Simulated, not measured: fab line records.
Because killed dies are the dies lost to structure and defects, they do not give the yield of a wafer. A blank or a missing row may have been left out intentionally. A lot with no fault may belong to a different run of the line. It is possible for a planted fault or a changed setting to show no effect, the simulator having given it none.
A struck lot beside a sound one | flow nand_harc | 19 steps out of a route of 1302
Sound: these wafers, L595.1, L595.2, L595.4. The struck wafers were L600.1, L600.3, L600.5. The cause is named last.
At each step with rows: each side's tool, then ch and its chambers, then its first start. Under that, the readings that differ: sound wafers | struck wafers | difference of the means | sigmas: that difference in standard deviations of wafers without a fault.
alike: readings whose means differ by less than 2 such deviations, and words and numbers that are the same on both sides. not compared: withheld readings, readings that some wafer has no value for, bounds like >300 that may hide the same value, and numbers for which the record gives no deviation and whose values overlap.
A row with sigmas, a row that says differs or no value, or rows on one side alone: a step with any of these is where the two part. When numbers do not overlap yet have no deviation, they are printed without sigmas and do not part them. A reading missing from all wafers of one side parts the sides only when that side holds two or more wafers.

NHARC_P_GATE_ALD_36: deposits SiNx, target thk 20 nm, pulse time 60 s, ald cycles 223.
  sound on ald_sin-01 ch 0,1,3, day 5 19:02; struck on ald_sin-02 ch 2,3, day 8 03:52
  alike: heater_power_w, precursor_pulse_height_rel
NHARC_P_GATE_ETCHBACK_37: etches the open film in CHF3/O2, target depth 34.5 nm, time 17.2 s.
  sound on rie_diel-01 ch 0,2,3; struck on rie_diel-09 ch 1,2
  alike: bias_w, chf3_flow_sccm, drypump_motor_current_A, oes_product_au, rf_vpp_V, showerhead_plenum_p_Torr, throttle_valve_pct
  not compared: rf_hours_counter_h
NHARC_P_GATE_STRIP_101: strips in O2, time 20 s.
  sound on rie_diel-01 ch 1,2,3, day 6 03:34; struck on rie_diel-09 ch 1,3, day 8 12:25
  alike: drypump_motor_current_A, oes_product_au, rf_vpp_V, showerhead_plenum_p_Torr, throttle_valve_pct
  not compared: rf_hours_counter_h
then, 9 steps without rows for these wafers: NHARC_P_GATE_PRECLEAN_97 (cleans in SPM, time 600 s); NHARC_P_GATE_SRD_98; NHARC_P_GATE_PRECLEAN_99 (cleans in SC1); NHARC_P_GATE_SRD_100; NHARC_P_GATE_DEHYDRATE_38 (time 120 s); NHARC_P_GATE_HMDS_39 (time 30 s); NHARC_P_GATE_COAT_40; NHARC_P_GATE_SOFTBAKE_41 (time 95 s); NHARC_P_GATE_EBR_42.
NHARC_P_GATE_EXPOSE_43: exposes mask P NSD, target cd 720 nm.
  sound on krf_scanner-01 ch 0, day 6 04:20; struck on krf_scanner-02 ch 0, day 8 13:12
  reading | sound                   | struck                           | difference | sigmas
  mask    | P_NSD#0 P_NSD#0 P_NSD#0 | P_NSD_R1#0 P_NSD_R1#0 P_NSD_R1#0 | differs    |
then, 2 steps without rows for these wafers: NHARC_P_GATE_PEB_44 (peb time 85 s); NHARC_P_GATE_DEVELOP_45 (time 70 s).
NHARC_P_GATE_CD_MEAS_46: the cd target is 720 nm.
  sound on cd_sem-02 ch 0, day 6 04:29; struck on cd_sem-02 ch 0, day 8 13:21
  reading    | sound             | struck            | difference | sigmas
  cd_nm (nm) | 717.3 720.0 717.3 | 684.0 682.7 682.6 | -35.1      | -18
then, 1 step without rows for these wafers: NHARC_P_GATE_HARDBAKE_47 (time 80 s).
NHARC_P_GATE_DESCUM_48: chemistry O2, time 3 s.
  sound on rie_diel-01 ch 0,1,3, day 6 04:40; struck on rie_diel-09 ch 0,2,3, day 8 13:31
  reading                 | sound           | struck          | difference | sigmas
  model.P_GATE.cd_nm (nm) | 718 719.2 717.2 | 684.3 682.9 682 | -35.1      |
  alike: drypump_motor_current_A, oes_product_au, rf_vpp_V, showerhead_plenum_p_Torr, throttle_valve_pct
  not compared: rf_hours_counter_h
after that, 1 step had no rows for these wafers: NHARC_P_GATE_IMPLANT_49.

## WHERE THEY PART
First at NHARC_P_GATE_EXPOSE_43; last, within this record, at NHARC_P_GATE_CD_MEAS_46. Later steps at which nothing parts them and some readings are alike: NHARC_P_GATE_DESCUM_48.

WHY: what had been put in by the simulator
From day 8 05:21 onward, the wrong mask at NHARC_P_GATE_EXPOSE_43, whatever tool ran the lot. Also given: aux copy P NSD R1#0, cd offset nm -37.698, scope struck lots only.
